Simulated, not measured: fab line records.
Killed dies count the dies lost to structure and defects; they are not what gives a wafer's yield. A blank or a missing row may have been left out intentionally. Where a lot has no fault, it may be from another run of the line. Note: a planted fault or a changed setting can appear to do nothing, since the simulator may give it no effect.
The tool behind it: which one? ; flow n5_finfet ; 29 wafers from 10 lots sampled at 5 of the route's 1938 steps

## WHAT THE GAUGES READ, wafer by wafer
N5_MOL_CONTACT_COAG_THK_MEAS_29. Usual: MD_CAP_THK gives 17.94 nm (standard deviation 0.086).
lot;measured;on;MD_CAP_THK (nm);flag
L562;day 5 02:02;film_metro-01;18.11 18.01 18.01;
L566;day 6 02:00;film_metro-02;18.00 18.08 18.01;
L567;day 6 05:36;film_metro-02;18.02 18.01 17.98;
L569;day 6 17:22;film_metro-02;17.85 17.93 17.89;
L572;day 7 13:44;film_metro-01;17.81 17.89 17.79;
L575;day 8 06:55;film_metro-02;18.01 18.02;
L581;day 9 19:55;film_metro-01;17.95 17.97 17.94;
L582;day 10 01:29;film_metro-02;18.09 18.06 18.07;
L584;day 10 10:30;film_metro-02;17.82 18.00 17.93;
L585;day 10 22:20;film_metro-02;17.99 17.91 17.97;

N5_BEOL_M4_RC_MEAS_101. Usual: DIBL_N 36.2 mV/V, standard deviation 1.5; DIBL_P 36.2 mV/V, standard deviation 1.7; IOFF_N 0.155 nA/um, standard deviation 0.021; IOFF_P 0.216 nA/um, standard deviation 0.026; ION_N 674 uA/um, standard deviation 11; ION_P 464 uA/um, standard deviation 6.8; SS_N 71.5 mV/dec, standard deviation 0.56; SS_P 73.3 mV/dec, standard deviation 0.6; VT_N 250.2 mV, standard deviation 2.6; VT_P -249.3 mV, standard deviation 2.5.
lot;measured;on;DIBL_N (mV/V);DIBL_P (mV/V);IOFF_N (nA/um);IOFF_P (nA/um);ION_N (uA/um);ION_P (uA/um);SS_N (mV/dec);SS_P (mV/dec);VT_N (mV);VT_P (mV);flag
L562;day 8 08:34;prober-01;33.3 35.6 36.5;33.5 36.3 36.6;0.137 0.173 0.191;0.185 0.222 0.233;679 691 693;470 471 477;70.5 71.4 72.2;73.2 73.4 73.1;251.1 247.4 246.9;-248.6 -246.7 -245.7;
L566;day 8 23:38;prober-01;37.9 37.4 38.8;35.0 34.1 36.2;0.143 0.141 0.162;0.214 0.199 0.236;660 654 656;455 451 458;71.5 71.2 71.5;74.1 73.2 74.1;253.3 253.1 249.7;-249.4 -248.9 -248.5;
L567;day 9 03:25;prober-02;36.6 35.7 36.9;37.6 35.8 37.4;0.171 0.152 0.170;0.210 0.195 0.208;688 660 671;463 457 458;71.6 71.5 71.8;73.2 73.6 73.9;250.8 254.5 248.4;-253.2 -252.2 -254.2;
L569;day 9 10:37;prober-02;38.5 37.1 36.1;38.2 37.8 36.3;0.196 0.172 0.163;0.274 0.262 0.241;668 672 688;458 471 472;72.3 72.3 71.6;73.6 74.3 74.4;248.9 248.0 246.4;-246.0 -247.3 -247.0;
L572;day 10 12:46;prober-01;36.2 36.6 36.1;35.7 35.4 35.1;0.160 0.160 0.150;0.229 0.233 0.229;659 665 661;450 464 458;72.8 71.9 71.8;72.8 73.5 73.0;250.3 251.0 251.0;-247.6 -246.4 -246.5;
L575;day 11 07:05;prober-02;34.9 37.9;34.1 37.6;0.136 0.188;0.184 0.252;666 679;463 470;71.4 71.8;73.4 73.8;250.5 246.0;-250.3 -246.1;
L581;day 12 23:12;prober-01;36.0 36.7 34.5;35.6 35.8 33.8;0.143 0.140 0.109;0.190 0.191 0.170;676 659 665;461 459 461;70.2 70.9 69.9;73.1 72.4 72.4;248.3 250.8 254.4;-249.5 -251.7 -251.5;
L582;day 12 22:53;prober-02;39.7 38.4 36.9;38.9 37.6 35.6;0.181 0.163 0.139;0.247 0.224 0.201;675 681 684;457 466 471;72.4 71.9 72.0;74.0 72.7 72.5;249.7 249.6 251.3;-246.9 -248.6 -249.3;
L584;day 13 21:12;prober-01;35.9 35.2 35.2;35.9 35.6 35.6;0.162 0.155 0.155;0.202 0.196 0.192;665 680 687;453 465 464;71.4 71.6 70.9;73.7 74.0 74.0;252.5 249.2 250.3;-249.9 -249.9 -248.8;
L585;day 13 22:56;prober-02;36.5 36.8 36.4;37.6 37.6 38.0;0.158 0.148 0.161;0.223 0.227 0.230;681 655 679;473 462 478;71.0 71.7 71.5;73.7 73.4 73.2;249.6 254.4 250.5;-246.7 -250.3 -249.6;

## WHAT TOOL EACH LOT RAN ON (gives the tool, then ch and the chambers of the sampled wafers, and finally the start)
lot;N5_MOL_CONTACT_COAG_SPUTTER_143;N5_MOL_CONTACT_COAG_CMP_23;N5_MOL_CONTACT_COAG_ALD_27
L562;pvd_sputter-02, day 4 19:58;cmp-04 ch 0,1, day 4 23:19;ald_sin-04 ch 1,3, day 5 00:10
L566;pvd_sputter-02, day 5 21:04;cmp-02 ch 0,1,3, day 5 23:15;ald_sin-02 ch 1,3, day 6 00:08
L567;pvd_sputter-03, day 6 00:02;cmp-01 ch 0,2,3, day 6 02:57;ald_sin-01 ch 0,1,3, day 6 03:44
L569;pvd_sputter-03, day 6 11:23;cmp-04 ch 0,1,3, day 6 14:38;ald_sin-04 ch 1,2,3, day 6 15:30
L572;pvd_sputter-02, day 7 08:23;cmp-01 ch 0,3, day 7 11:04;ald_sin-04 ch 0,1,2, day 7 11:53
L575;pvd_sputter-02, day 8 00:50;cmp-01 ch 0,3, day 8 04:14;ald_sin-04 ch 1,2, day 8 05:04
L581;pvd_sputter-02, day 9 13:44;cmp-02 ch 0,1,2, day 9 17:17;ald_sin-02 ch 2,3, day 9 18:04
L582;pvd_sputter-03, day 9 19:31;cmp-02 ch 0,1,3, day 9 22:49;ald_sin-02 ch 1,2,3, day 9 23:38
L584;pvd_sputter-02, day 10 04:45;cmp-04 ch 0,1,2, day 10 07:25;ald_sin-02 ch 1,2, day 10 08:35
L585;pvd_sputter-01, day 10 17:13;cmp-04 ch 1,2, day 10 19:41;ald_sin-02 ch 0,3, day 10 20:29
- N5_MOL_CONTACT_COAG_SPUTTER_143: material Co, target thk 2.5 nm.
- N5_MOL_CONTACT_COAG_CMP_23: polishes, stops on SiO2, t overpolish 1.5 s, target thk 0 nm.
- N5_MOL_CONTACT_COAG_ALD_27: deposits SiOC, target thk 17 nm, pulse time 1.5 s, time 2720 s.

## WHAT THE TOOLS THEMSELVES READ (means of the sampled wafers that have a number; where no wafer has one, the mark that the record gives instead)
N5_MOL_CONTACT_COAG_SPUTTER_143. Usual: susceptor_temp_C 24.99 C, standard deviation 0.1; throttle_valve_pct 30.3 %, standard deviation 0.94.
lot;tool;susceptor_temp_C (C);throttle_valve_pct (%);flag
L562;pvd_sputter-02;24.97;31.4;
L566;pvd_sputter-02;24.90;31.1;
L567;pvd_sputter-03;25.00;29.3;
L569;pvd_sputter-03;25.10;28.8;
L572;pvd_sputter-02;24.97;30.4;
L575;pvd_sputter-02;24.96;30.7;
L581;pvd_sputter-02;25.10;31.1;
L582;pvd_sputter-03;25.03;29.7;
L584;pvd_sputter-02;25.01;31.0;
L585;pvd_sputter-01;24.96;29.9;

N5_MOL_CONTACT_COAG_CMP_23. Usual: motor_current_A 8.0 A, standard deviation 0.75; overpolish_run_s 1.500 s, standard deviation 0.0081; time_to_endpoint_s 8.6 s, standard deviation 2.
lot;tool;motor_current_A (A);overpolish_run_s (s);time_to_endpoint_s (s);flag
L562;cmp-04;7.7;1.499;5.8;
L566;cmp-02;8.1;1.497;5.5;
L567;cmp-01;8.0;1.507;9.7;
L569;cmp-04;8.3;1.501;9.8;
L572;cmp-01;8.2;1.509;9.4;
L575;cmp-01;7.9;1.488;7.8;
L581;cmp-02;7.7;1.505;7.1;
L582;cmp-02;8.1;1.496;8.2;
L584;cmp-04;8.0;1.499;8.3;
L585;cmp-04;7.9;1.501;8.8;

N5_MOL_CONTACT_COAG_ALD_27. Usual: chamber_pressure_Torr 2.000 Torr, standard deviation 0.0038; heater_power_w 854 W, standard deviation 99; precursor_pulse_height_rel 1.000, standard deviation 0.019; run_length_s 2769.9 s, standard deviation 0.57; susceptor_temp_C 399.96 C, standard deviation 0.24.
lot;tool;chamber_pressure_Torr (Torr);heater_power_w (W);precursor_pulse_height_rel;run_length_s (s);susceptor_temp_C (C);flag
L562;ald_sin-04;2.001;867;1.014;2770.6;400.02;
L566;ald_sin-02;2.004;913;1.009;2769.9;399.81;
L567;ald_sin-01;1.996;872;1.020;2769.6;399.99;
L569;ald_sin-04;2.001;822;1.002;2770.4;399.71;
L572;ald_sin-04;2.000;777;0.978;3655.2;400.14;OFF
L575;ald_sin-04;2.002;770;0.988;3433.8;400.01;OFF
L581;ald_sin-02;2.000;839;1.008;2770.2;400.09;
L582;ald_sin-02;2.004;888;0.995;2769.9;399.95;
L584;ald_sin-02;1.999;841;1.005;2769.3;400.23;
L585;ald_sin-02;2.000;900;1.012;2769.8;400.09;

## THE ANSWER, worked out from the rows above alone
Rule: take the mean of a lot's wafers that have a number; if it is more than 3 standard deviations from the usual mean, the lot is off. Also off: a lot with no number at a reading for which 4 or more lots have one. All remaining lots with rows at the step are treated as sound. Order of review: gauges by route order, followed by the tools' own readings, for which a lot's mean as printed above is used. The first step at which some lot is off is used, and at that step the reading that is off furthest; a lot without a number counts as furthest.
Off: L572, L575 (N5_MOL_CONTACT_COAG_ALD_27, run_length_s).
If a tool, at that step or one of the process steps before it, ran each lot that is off and ran no sound lot following the first of them, it fits. This does not decide it: 2 tools fit, namely cmp-01 at N5_MOL_CONTACT_COAG_CMP_23 and ald_sin-04 at N5_MOL_CONTACT_COAG_ALD_27.

## WHAT WAS PUT IN BY THE SIMULATOR
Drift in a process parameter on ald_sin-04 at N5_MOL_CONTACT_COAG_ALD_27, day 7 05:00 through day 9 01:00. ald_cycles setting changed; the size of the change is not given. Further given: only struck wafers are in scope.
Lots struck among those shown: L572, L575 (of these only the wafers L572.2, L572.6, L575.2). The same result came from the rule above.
